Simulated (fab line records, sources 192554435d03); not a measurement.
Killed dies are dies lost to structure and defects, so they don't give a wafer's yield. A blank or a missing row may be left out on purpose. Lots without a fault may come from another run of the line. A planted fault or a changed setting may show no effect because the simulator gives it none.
One fault seen from 2 desks | flow n5_finfet | each desk has only its own numbers; what lay behind them comes last

THE TOOL OWNER'S DESK: rie_diel-01
The tool's own readings at N5_BEOL_M9_ETCH_61 (etches SiARC in CF4, target depth 39 nm, time 65 s): means of the sampled wafers that have a number, for each lot that ran on this tool. A lot is out of limits, marked OUT, if its mean lies more than 4 standard deviations from the usual mean; the brackets give that distance. Of its 8 readings 7 are shown: those that lie furthest out on some lot.
Columns: A = bias_w at N5_BEOL_M9_ETCH_61, usual 36.00 W; B = cf4_flow_sccm at N5_BEOL_M9_ETCH_61, usual 100.00 sccm; C = drypump_motor_current_A at N5_BEOL_M9_ETCH_61, usual 5.8 A; D = etch_rf_on_time_s at N5_BEOL_M9_ETCH_61, usual 64.3 s; E = rf_vpp_V at N5_BEOL_M9_ETCH_61, usual 184.3 V; F = showerhead_plenum_p_Torr at N5_BEOL_M9_ETCH_61, usual 2.16 Torr; G = throttle_valve_pct at N5_BEOL_M9_ETCH_61, usual 15.54 %
lot  | first seen here | A     | B     | C   | D    | E     | F    | G
L742 | day 9 13:50     | 36.16 | 99.79 | 6.3 | 64.4 | 183.1 | 2.07 | 15.46
L755 | day 13 05:32    | 36.07 | 99.88 | 5.6 | 63.8 | 185.3 | 2.17 | 15.47
L761 | day 14 17:11    | 35.89 | 99.86 | 5.6 | 64.2 | 183.6 | 2.16 | 15.48
L763 | day 15 11:37    | 35.96 | 99.96 | 6.2 | 63.7 | 184.0 | 2.13 | 15.49
This desk's finding: nothing out of limits on any of the 4 lots.

THE METROLOGY DESK
What the gauges read, lot by lot, whatever tool the lot ran on: means of the sampled wafers that have a number. A lot is out of limits, marked OUT, if its mean lies more than 4 standard deviations from the usual mean; the brackets give that distance.
Columns: A = M9_ILD_THK at N5_BEOL_M9_THK_MEAS_01, usual 269 nm; B = cd_nm at N5_BEOL_M9_CD_MEAS_18, usual 70.1 nm
lot  | first seen here | A   | B
L742 | day 9 12:36     | 267 | 70.2
L743 | day 9 23:23     | 271 | 69.6
L744 | day 10 08:58    | 271 | 70.1
L745 | day 11 00:31    | 271 | -
L746 | day 11 01:18    | 275 | -
L748 | day 11 05:24    | 267 | -
L755 | day 13 03:57    | 267 | 70.3
L757 | day 13 22:08    | 268 | 70.2
L758 | day 13 22:58    | 273 | 70.0
L759 | day 14 04:37    | 271 | 70.9
L760 | day 14 04:46    | 267 | 70.4
L761 | day 14 15:02    | 267 | 70.0
L762 | day 14 18:34    | 270 | 69.6
L763 | day 15 08:26    | 268 | 70.4
L765 | day 15 17:14    | 270 | 69.8
This desk's finding: nothing out of limits on any of the 15 lots.

PUT TOGETHER
The tool owner's desk saw nothing out of limits.
The metrology desk saw nothing out of limits.

WHAT THE SIMULATOR HAD PUT IN
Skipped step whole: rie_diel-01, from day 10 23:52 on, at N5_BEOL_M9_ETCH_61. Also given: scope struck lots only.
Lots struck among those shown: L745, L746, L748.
